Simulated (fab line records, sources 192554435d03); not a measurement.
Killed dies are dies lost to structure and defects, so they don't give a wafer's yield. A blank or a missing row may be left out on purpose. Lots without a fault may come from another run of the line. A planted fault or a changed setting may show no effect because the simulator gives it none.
fab line records | flow n5_finfet
record lots=7 wafers=21
route steps=1938 shown BEOL_M6@1204 BEOL_M8@1335
start_h: hours from the record's first day to the start of the lot's first wafer shown | wait_h: hours since the lot's step before | " the same as in the row above | L1.1+2: a row that stands for several wafers | - no value, or no start given | * or withheld: withheld | < > ~ a bound
route shown NAME@n: a module of which the file shows steps, and the number in the route of the first | usual: mean/standard deviation of fault-free wafers | same: alike in all rows | chamber/n: place in a boat | sites: the reading at each site | _std_site: their standard deviation | _edge_site: outer sites' mean less inner sites' | radius_mm: how far each site lies from the wafer's centre | mask NAME#n: copy n | behind: the tool/chamber that last shaped the wafer | hold: why the lot was held/for how many hours/how that ended | device: the transistor (n, p or np) that didn't switch | end of line: the same wafers' tests at the end of the route | a step without rows: its recipe alone | killed: dies lost to structure and defects at the first sort, not the wafer's yield | map: a wafer's dies, x killed, . not, _ none there
set.NAME: the setting as run; set.NAME@STEP: as run at that earlier step | model.NAME: the simulator's own value behind a step, which no gauge read
lots whose settings were changed on purpose; a table a step, a row a wafer
## steps
# step N5_BEOL_M6_EXPOSE_08
# recipe mask_id=M6 na=1.35 source_shape=dipole sigma_inner=0.817 sigma_outer=0.97 polarization=te dose_mj=68.25
# columns lot.wafer tool chamber start_h wait_h mask set.dose_mj
L077.1+4 arfi_scanner-01 0 216.71 - M6#0 70.06
L077.2 " 0 " " M6#0 68.25
L082.1+5 arfi_scanner-02 0 250.79 - M6#0 68.25
L082.4 " 0 " " M6#0 70.74
L085.1+3 arfi_scanner-02 0 263.14 - M6#0 68.25
L085.4 " 0 " " M6#0 72.54
L086.2+6 arfi_scanner-03 0 265.31 - M6#0 70.98
L086.5 " 0 " " M6#0 68.25
L089.1+3+4 arfi_scanner-01 0 292.87 - M6#0 68.25
L092.2+4 arfi_scanner-02 0 321.56 - M6#0 71.02
L092.6 " 0 " " M6#0 68.25
L094.3+5 arfi_scanner-02 0 326.52 - M6#0 68.25
L094.6 " 0 " " M6#0 65.02
# step N5_BEOL_M6_PEB_09
# recipe peb_temp_c=withheld peb_time_s=60 resist=CAR-ArF
# step N5_BEOL_M6_DEVELOP_10
# recipe develop_time_s=30 developer=TMAH resist=CAR-ArF rinse_liquid=diw dry=air_spin dev_temp_c=23
# step N5_BEOL_M6_CD_MEAS_11
# recipe target_cd_nm=38.5 landing_energy_ev=500 detector=se_inlens polarity=opening
# usual cd_nm=38.3/0.37
# columns lot.wafer tool chamber start_h wait_h set.dose_mj@BEOL_M6_EXPOSE_08 cd_nm
L077.1 cd_sem-02 0 216.84 - 70.06 39.4
L077.2 " 0 " " 68.25 37.9
L077.4 " 0 " " 70.06 39.4
L082.1 cd_sem-01 0 250.92 - 68.25 38.4
L082.4 " 0 " " 70.74 40.4
L082.5 " 0 " " 68.25 38.7
L085.1 cd_sem-03 0 263.27 - 68.25 38.2
L085.3 " 0 " " 68.25 37.5
L085.4 " 0 " " 72.54 40.9
L086.2 cd_sem-01 0 265.43 - 70.98 39.6
L086.5 " 0 " " 68.25 37.9
L086.6 " 0 " " 70.98 40.3
L089.1 cd_sem-02 0 293.00 - 68.25 38.8
L089.3 " 0 " " 68.25 38.7
L089.4 " 0 " " 68.25 38.4
L092.2 cd_sem-01 0 321.69 - 71.02 40.3
L092.4 " 0 " " 71.02 40.2
L092.6 " 0 " " 68.25 38.4
L094.3 cd_sem-01 0 326.63 - 68.25 38.5
L094.5 " 0 " " 68.25 38.9
L094.6 " 0 " " 65.02 36.1
# step N5_BEOL_M6_DESCUM_16
# recipe chemistry=O2 time_s=7.9 source_power_w=50 bias_power_w=20 pressure_mtorr=20 rf_frequency_hz=2.712e+07 temp_c=40 resist=CAR-ArF o2_flow_sccm=225
# step N5_BEOL_M6_ETCH_61
# recipe chemistry=CF4 target=SiARC target_depth_a=455 mask_material=CAR-ArF time_s=75.8 ion_energy_ev=80 pressure_mtorr=40 source_w=545 bias_w=36 Ar_flow_sccm=100 cf4_flow_sccm=100 ends=cleared
# columns lot.wafer tool chamber start_h wait_h set.dose_mj@BEOL_M6_EXPOSE_08 model.BEOL_M6.cd_offset_nm
L077.1+4 rie_diel-06 3,2 216.96 0.0 70.06 1
L077.2 " 1 " " 68.25 -0.2
L082.1 rie_diel-06 1 251.04 0.0 68.25 0.4
L082.4 " 0 " " 70.74 1.6
L082.5 " 2 " " 68.25 0.2
L085.1+3 rie_diel-06 3,1 263.39 0.0 68.25 -0.4
L085.4 " 0 " " 72.54 3
L086.2 rie_diel-05 0 265.57 0.0 70.98 1.4
L086.5 " 3 " " 68.25 -0.6
L086.6 " 0 " " 70.98 2
L089.1 rie_diel-03 2 293.12 0.0 68.25 -0.2
L089.3+4 " 3,0 " " 68.25 0
L092.2+4 rie_diel-05 1,3 321.81 0.0 71.02 2
L092.6 " 2 " " 68.25 0.4
L094.3 rie_diel-05 1 326.89 0.0 68.25 0.2
L094.5 " 3 " " 68.25 0.6
L094.6 " 2 " " 65.02 -2
# step N5_BEOL_M6_ETCH_62
# recipe chemistry=N2/H2 target=SOC target_depth_a=1100 overetch_a=220 mask_material=SiARC temp_c=40 time_s=165 ion_energy_ev=200 pressure_mtorr=30 source_w=840 bias_w=150 n2_flow_sccm=200 h2_flow_sccm=200
# columns lot.wafer tool chamber start_h wait_h set.dose_mj@BEOL_M6_EXPOSE_08 model.BEOL_M6.cd_offset_nm
L077.1+4 rie_diel-06 3,2 217.02 0.0 70.06 1.2
L077.2 " 1 " " 68.25 0
L082.1 rie_diel-06 1 251.10 0.0 68.25 0.8
L082.4 " 0 " " 70.74 1.8
L082.5 " 2 " " 68.25 0.4
L085.1+3 rie_diel-06 3,1 263.45 0.0 68.25 -0.2
L085.4 " 0 " " 72.54 3.2
L086.2 rie_diel-05 0 265.62 0.0 70.98 1.6
L086.5 " 3 " " 68.25 -0.4
L086.6 " 0 " " 70.98 2
L089.1 rie_diel-03 2 293.18 0.0 68.25 -0.2
L089.3 " 3 " " 68.25 0
L089.4 " 0 " " 68.25 0.2
L092.2 rie_diel-05 1 321.86 0.0 71.02 1.8
L092.4 " 3 " " 71.02 2
L092.6 " 2 " " 68.25 0.4
L094.3 rie_diel-05 1 326.94 0.0 68.25 0.2
L094.5 " 3 " " 68.25 0.6
L094.6 " 2 " " 65.02 -2
# step N5_BEOL_M6_STRIP_68
# recipe chemistry=N2/H2 temp_c=40 n2_flow_sccm=200 h2_flow_sccm=200 rf_frequency_hz=6e+07
# step N5_BEOL_M6_STRIP_67
# recipe chemistry=CF4 resist=SiARC power_w=300 bias_power_w=75 pressure_mtorr=50 cf4_flow_sccm=150 rf_frequency_hz=6e+07
# step N5_BEOL_M6_HM_OPEN_17
# recipe chemistry=Cl2/BCl3 target_depth_a=200 overetch_a=60 target=TiN mask_material=SOC ion_energy_ev=150 pressure_mtorr=10 icp_w=1000 bias_w=126 Cl2_flow_sccm=53.25 bcl3_flow_sccm=21.75 Ar_flow_sccm=25
# step N5_BEOL_M6_STRIP_19
# recipe chemistry=O2 power_w=400 temp_c=40 pressure_mtorr=30 rf_frequency_hz=6e+07 bias_power_w=0 overash_fraction=0.2 o2_flow_sccm=225
# step N5_BEOL_M6_CD_MEAS_18
# recipe pitch_nm=80 target_cd_nm=40
# usual cd_nm=39.9/0.44
# columns lot.wafer tool chamber start_h wait_h set.dose_mj@BEOL_M6_EXPOSE_08 cd_nm
L077.1 cd_sem-03 - 217.53 0.0 70.06 41.3
L077.2 " - " " 68.25 40.3
L077.4 " - " " 70.06 41.0
L082.1 cd_sem-01 - 251.46 0.0 68.25 40.7
L082.4 " - " " 70.74 41.4
L082.5 " - " " 68.25 41.0
L085.1 cd_sem-02 - 263.82 0.0 68.25 39.6
L085.3 " - " " 68.25 39.6
L085.4 " - " " 72.54 42.8
L086.2 cd_sem-03 - 266.00 0.1 70.98 41.3
L086.5 " - " " 68.25 39.7
L086.6 " - " " 70.98 41.9
L089.1 cd_sem-02 - 293.58 0.0 68.25 40.4
L089.3 " - " " 68.25 40.4
L089.4 " - " " 68.25 40.1
L092.2 cd_sem-03 - 322.26 0.1 71.02 41.8
L092.4 " - " " 71.02 42.0
L092.6 " - " " 68.25 40.2
L094.3 cd_sem-02 - 327.32 0.1 68.25 39.8
L094.5 " - " " 68.25 40.6
L094.6 " - " " 65.02 38.3
# step N5_BEOL_M6_TRENCH_ETCH_37
# recipe chemistry=C4F6/O2 target_depth_a=944.35 target=SiCOH_lowk time_s=31.5 ion_energy_ev=250 pressure_mtorr=30 source_w=345 bias_w=185 Ar_flow_sccm=300 C4F6_flow_sccm=10 O2_flow_sccm=10
# columns lot.wafer tool chamber start_h wait_h set.time_s model.BEOL_M6.feature_depth_nm model.etch.depth_nm model.TiN_of_BEOL_M6_HM_DEP_02.thk_nm
L077.1 rie_diel-06 3 - - 33.36 100.4 100.3 17.6
L077.2 " 1 " " 31.5 96 96.02 18
L077.4 " 2 " " 31.5 96.6 96.6 18
L082.1 rie_diel-06 2 - - 35.62 108.8 108.8 17.2
L082.4 " 0 " " 35.62 106.6 106.5 17.2
L082.5 " 2 " " 31.5 95.8 95.8 17.6
L085.1 rie_diel-03 2 - - 31.5 94 94.02 17.2
L085.3 " 1 " " 37.17 113.8 113.8 16.6
L085.4 " 1 " " 37.17 113 113 16.8
L086.2 rie_diel-06 2 - - 31.5 95 95.01 17.4
L086.5 " 2 " " 31.5 96 95.98 17.4
L086.6 " 3 " " 31.5 94.8 94.81 17.4
L089.1 rie_diel-06 3 - - 31.5 94.6 94.64 17.4
L089.3 " 0 " " 31.5 94.6 94.56 17.2
L089.4 " 1 " " 31.5 97.2 97.17 17.2
L092.2 rie_diel-03 2 - - 31.5 93.8 93.84 17.6
L092.4 " 3 " " 31.5 94.2 94.22 17.4
L092.6 " 1 " " 31.5 95 95 17.6
L094.3 rie_diel-03 1 - - 28.36 86.4 86.47 18
L094.5 " 3 " " 28.36 86.4 86.37 18
L094.6 " 0 " " 31.5 97.4 97.36 17.8
# step N5_BEOL_M6_ETCH_41
# recipe chemistry=CH3F/O2 target=SiCN target_depth_a=297 taper_deg=2 time_s=52 ion_energy_ev=120 mask_material=TiN pressure_mtorr=30 source_w=395 bias_w=75 Ar_flow_sccm=150 CH3F_flow_sccm=30 O2_flow_sccm=20
# step N5_BEOL_M6_STRIP_80
# recipe chemistry=N2/H2 time_s=10 power_w=450 temp_c=40 pressure_mtorr=20 rf_frequency_hz=6e+07 bias_power_w=7 n2_flow_sccm=200 h2_flow_sccm=200
# step N5_BEOL_M6_OCD_MEAS_38
# usual trench_depth_nm=94.9/1.3
# columns lot.wafer tool chamber start_h wait_h set.time_s@BEOL_M6_TRENCH_ETCH_37 trench_depth_nm
L077.1 ocd-01 - 218.58 - 33.36 100.7
L077.2 " - " " 31.5 95.6
L077.4 " - " " 31.5 96.3
L082.1 ocd-01 - 253.36 - 35.62 109.0
L082.4 " - " " 35.62 105.6
L082.5 " - " " 31.5 95.5
L085.1 ocd-01 - 264.75 - 31.5 94.3
L085.3 " - " " 37.17 113.8
L085.4 " - " " 37.17 113.2
L086.2 ocd-02 - 267.63 - 31.5 95.2
L086.5 " - " " 31.5 95.8
L086.6 " - " " 31.5 94.9
L089.1 ocd-01 - 295.77 - 31.5 94.4
L089.3 " - " " 31.5 94.2
L089.4 " - " " 31.5 97.0
L092.2 ocd-01 - 325.83 - 31.5 93.8
L092.4 " - " " 31.5 93.9
L092.6 " - " " 31.5 94.5
L094.3 ocd-02 - 331.17 - 28.36 86.5
L094.5 " - " " 28.36 86.4
L094.6 " - " " 31.5 97.6
# step N5_BEOL_M6_HM_STRIP_39
# recipe chemistry=peroxide_tin_strip material=TiN target_depth_a=250 temp_c=50 time_s=158
# step N5_BEOL_M6_SRD_40
# recipe time_s=30 temp_c=23 rinse_liquid=diw dry=ipa_marangoni
# step N5_BEOL_M6_PRECLEAN_42
# recipe chemistry=residue_remover time_s=60 temp_c=40
# step N5_BEOL_M6_SRD_43
# recipe time_s=30 temp_c=23 rinse_liquid=diw dry=ipa_marangoni
# step N5_BEOL_M6_CD_MEAS_35
# recipe target_cd_nm=40 target_cd_y_nm=28 polarity=opening
# usual cd_nm=39.9/0.43
# columns lot.wafer tool chamber start_h wait_h set.dose_mj@BEOL_M6_EXPOSE_08 cd_nm
L077.1 cd_sem-02 - 218.74 0.0 70.06 41.2
L077.2 " - " " 68.25 39.9
L077.4 " - " " 70.06 41.4
L082.1 cd_sem-01 - 253.51 0.0 68.25 40.7
L082.4 " - " " 70.74 42.0
L082.5 " - " " 68.25 40.6
L085.1 cd_sem-01 - 264.93 0.0 68.25 39.4
L085.3 " - " " 68.25 40.1
L085.4 " - " " 72.54 43.2
L086.2 cd_sem-03 - 267.79 0.0 70.98 41.8
L086.5 " - " " 68.25 39.7
L086.6 " - " " 70.98 41.8
L089.1 cd_sem-03 - 295.92 0.0 68.25 39.8
L089.3 " - " " 68.25 40.3
L089.4 " - " " 68.25 40.2
L092.2 cd_sem-02 - 325.99 0.0 71.02 41.8
L092.4 " - " " 71.02 42.0
L092.6 " - " " 68.25 40.3
L094.3 cd_sem-02 - 331.32 0.0 68.25 39.9
L094.5 " - " " 68.25 40.2
L094.6 " - " " 65.02 38.2
# step N5_BEOL_M6_CURE_75
# recipe temp_c=370 time_s=120 ambient=DMADMS/He material=SiCOH_lowk
# step N5_BEOL_M6_DEGAS_44
# recipe ambient=vacuum temp_c=250 time_s=60
# step N5_BEOL_M6_ECD_50
# recipe material=Cu target_thk_a=3000
# step N5_BEOL_M6_ANNEAL_51
# recipe temp_c=225 time_s=90 ambient=N2
# step N5_BEOL_M6_CMP_52
# recipe stop_on=SiCOH_lowk t_overpolish_s=6.9 down_force_psi=1 platen_rpm=50 clearing_platen_down_force_psi=1.5 clearing_platen_rpm=50 post_cmp_clean=cu_alkaline target_thk_nm=80 clearing_platen_pad_velocity_m_s=0.99484 pad_velocity_m_s=0.99484
# columns lot.wafer tool chamber start_h wait_h set.time_s@BEOL_M6_TRENCH_ETCH_37 model.Cu_of_BEOL_M6_ECD_50.thk_nm
L077.1 cmp-04 2 222.85 0.3 33.36 84.6
L077.4 " 3 " " 31.5 80.4
L077.2 " 1 " " 31.5 80
L082.1 cmp-01 1 256.21 0.3 35.62 94.4
L082.4 " 3 " " 35.62 92.4
L082.5 " 2 " " 31.5 80.8
L085.3 cmp-02 3 267.91 0.2 37.17 100.4
L085.1 " 1 " " 31.5 78.4
L085.4 " 2 " " 37.17 99.2
L086.2 cmp-02 3 269.45 0.2 31.5 78.6
L086.6 " 3 " " 31.5 80.4
L086.5 " 0 " " 31.5 81.2
L089.3 cmp-04 1 297.75 0.2 31.5 79.8
L089.1 " 2 " " 31.5 81
L089.4 " 3 " " 31.5 81.8
L092.4 cmp-04 3 327.55 0.2 31.5 78.6
L092.2 " 0 " " 31.5 79.8
L092.6 " 1 " " 31.5 80.4
L094.3+5 cmp-02 3,2 334.35 0.2 28.36 71.4
L094.6 " 3 " " 31.5 82
# step N5_BEOL_M6_THK_MEAS_53
# recipe thk_meas_gauge=xrf reads=Cu_of_BEOL_M6_ECD_50
# usual M6_THK=80.0/1.8
# columns lot.wafer tool chamber start_h wait_h set.time_s@BEOL_M6_TRENCH_ETCH_37 M6_THK[nm]
L077.1 film_metro-02 - 223.14 - 33.36 85.1
L077.2 " - " " 31.5 80.1
L077.4 " - " " 31.5 80.7
L082.1 film_metro-02 - 256.50 - 35.62 94.8
L082.4 " - " " 35.62 93.7
L082.5 " - " " 31.5 81.3
L085.1 film_metro-01 - 268.20 - 31.5 77.6
L085.3 " - " " 37.17 100.4
L085.4 " - " " 37.17 98.8
L086.2 film_metro-01 - 269.74 - 31.5 78.1
L086.5 " - " " 31.5 80.7
L086.6 " - " " 31.5 79.8
L089.1 film_metro-01 - 298.04 - 31.5 81.6
L089.3 " - " " 31.5 79.9
L089.4 " - " " 31.5 81.8
L092.2 film_metro-01 - 327.77 - 31.5 79.7
L092.4 " - " " 31.5 78.6
L092.6 " - " " 31.5 80.4
L094.3 film_metro-01 - 334.60 - 28.36 70.7
L094.5 " - " " 28.36 70.9
L094.6 " - " " 31.5 81.3
# step N5_BEOL_M6_PRE_CLEAN_55
# recipe gas=NH3 time_s=15 temp_c=withheld rf_power_w=300
# step N5_BEOL_M6_DEP_56
# recipe material=SiCN target_thk_a=100 temp_c=withheld precursor=3MS/NH3 pressure_torr=3 rf_w=202 time_s=17.5
# step N5_BEOL_M6_RS_MEAS_57
# recipe thk_meas_gauge=four-point-probe reads=Cu_of_BEOL_M6_ECD_50+Co_of_BEOL_M6_CVD_78+TaN_of_BEOL_M6_ALD_77
# usual M6_RS=0.287/0.0067
# columns lot.wafer tool chamber start_h wait_h set.time_s@BEOL_M6_TRENCH_ETCH_37 M6_RS[ohm/sq]
L077.1 film_metro-02 - 223.27 0.1 33.36 0.268
L077.2 " - " " 31.5 0.287
L077.4 " - " " 31.5 0.285
L082.1 film_metro-02 - 256.63 0.1 35.62 0.236
L082.4 " - " " 35.62 0.242
L082.5 " - " " 31.5 0.283
L085.1 film_metro-01 - 268.33 0.1 31.5 0.293
L085.3 " - " " 37.17 0.220
L085.4 " - " " 37.17 0.223
L086.2 film_metro-01 - 269.87 0.1 31.5 0.292
L086.5 " - " " 31.5 0.281
L086.6 " - " " 31.5 0.283
L089.1 film_metro-02 - 298.17 0.1 31.5 0.282
L089.3 " - " " 31.5 0.287
L089.4 " - " " 31.5 0.279
L092.2 film_metro-02 - 327.90 0.1 31.5 0.287
L092.4 " - " " 31.5 0.292
L092.6 " - " " 31.5 0.284
L094.3 film_metro-02 - 334.73 0.1 28.36 0.328
L094.5 " - " " 28.36 0.327
L094.6 " - " " 31.5 0.279
# step N5_BEOL_M8_PECVD_70
# recipe material=SiO2 target_thk_a=200 temp_c=400 precursor=TEOS/O2 pressure_torr=5.5 rf_w=450 teos_flow_sccm=53.8 gas=O2 flow_sccm=3000 time_s=22.7
# columns lot.wafer tool chamber start_h wait_h set.temp_c model.SiO2_of_BEOL_M8_PECVD_70.thk_nm
L077.1 pecvd-03 2 232.45 0.0 411.7 18.2
L077.2 " 0 " " 411.7 18.4
L077.4 " 2 " " 400 20
L082.1 pecvd-03 2 265.83 0.0 400 19.6
L082.4 " 1 " " 395 20.6
L082.5 " 2 " " 395 20.8
L085.1 pecvd-02 1 276.41 0.0 400 19.8
L085.3 " 2 " " 390.5 21.2
L085.4 " 2 " " 390.5 21.4
L086.2 pecvd-03 2 276.88 0.0 400 19.8
L086.5 " 1 " " 382.9 22.4
L086.6 " 0 " " 400 20.4
L089.1 pecvd-01 1 310.59 0.0 400 19.6
L089.3 " 2 " " 400 19.8
L089.4 " 2 " " 400 20.2
L092.2 pecvd-02 0 335.55 0.0 384 22
L092.4 " 1 " " 400 20.2
L092.6 " 0 " " 400 20
L094.3 pecvd-01 0 341.29 0.0 400 20
L094.5 " 1 " " 400 19.8
L094.6 " 0 " " 385.1 22.2
# step N5_BEOL_M8_COAT_22
# recipe resist=CAR-EUV spin_rpm=1500 resist_thk_nm=30
# columns lot.wafer tool chamber start_h wait_h set.spin_rpm model.CAR-EUV_of_BEOL_M8_COAT_22.thk_nm
L077.1 litho_track-03 0 - - 1500 30.2
L077.2+4 " 0 " " 1500 30
L082.1 litho_track-01 0 - - 1620 28.8
L082.4+5 " 0 " " 1500 29.8
L085.1+3+4 litho_track-04 0 - - 1500 30
L086.2+5 litho_track-04 0 - - 1419 31
L086.6 " 0 " " 1500 30.2
L089.1+3+4 litho_track-04 0 - - 1500 30
L092.2+4 litho_track-04 0 - - 1610 29
L092.6 " 0 " " 1500 30
L094.3 litho_track-03 0 - - 1364 31.4
L094.5+6 " 0 " " 1500 29.8
## key
split step=N5_BEOL_M6_EXPOSE_08 setting=dose_mj stated=68.25 by=wafer
response step=N5_BEOL_M6_CD_MEAS_11 reading=cd_nm change=+0.51 per=1% r=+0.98
response step=N5_BEOL_M6_ETCH_61 reading=model.BEOL_M6.cd_offset_nm change=+0.491 per=1% r=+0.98
response step=N5_BEOL_M6_ETCH_62 reading=model.BEOL_M6.cd_offset_nm change=+0.481 per=1% r=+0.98
response step=N5_BEOL_M6_CD_MEAS_18 reading=cd_nm change=+0.417 per=1% r=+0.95
response step=N5_BEOL_M6_CD_MEAS_35 reading=cd_nm change=+0.474 per=1% r=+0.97
split step=N5_BEOL_M6_TRENCH_ETCH_37 setting=time_s stated=31.5 by=wafer
response step=N5_BEOL_M6_TRENCH_ETCH_37 reading=model.BEOL_M6.feature_depth_nm change=+1.01 per=1% r=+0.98
response step=N5_BEOL_M6_TRENCH_ETCH_37 reading=model.etch.depth_nm change=+1.01 per=1% r=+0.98
response step=N5_BEOL_M6_TRENCH_ETCH_37 reading=model.TiN_of_BEOL_M6_HM_DEP_02.thk_nm change=-0.0295 per=1% r=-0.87
response step=N5_BEOL_M6_OCD_MEAS_38 reading=trench_depth_nm change=+1.01 per=1% r=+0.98
response step=N5_BEOL_M6_CMP_52 reading=model.Cu_of_BEOL_M6_ECD_50.thk_nm change=+1.08 per=1% r=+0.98
response step=N5_BEOL_M6_THK_MEAS_53 reading=M6_THK change=+1.11 per=1% r=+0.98
response step=N5_BEOL_M6_RS_MEAS_57 reading=M6_RS change=-0.0039 per=1% r=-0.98
split step=N5_BEOL_M8_PECVD_70 setting=temp_c stated=400 by=wafer
response step=N5_BEOL_M8_PECVD_70 reading=model.SiO2_of_BEOL_M8_PECVD_70.thk_nm change=-0.562 per=1% r=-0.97
split step=N5_BEOL_M8_COAT_22 setting=spin_rpm stated=1500 by=wafer
response step=N5_BEOL_M8_COAT_22 reading=model.CAR-EUV_of_BEOL_M8_COAT_22.thk_nm change=-0.149 per=1% r=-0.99
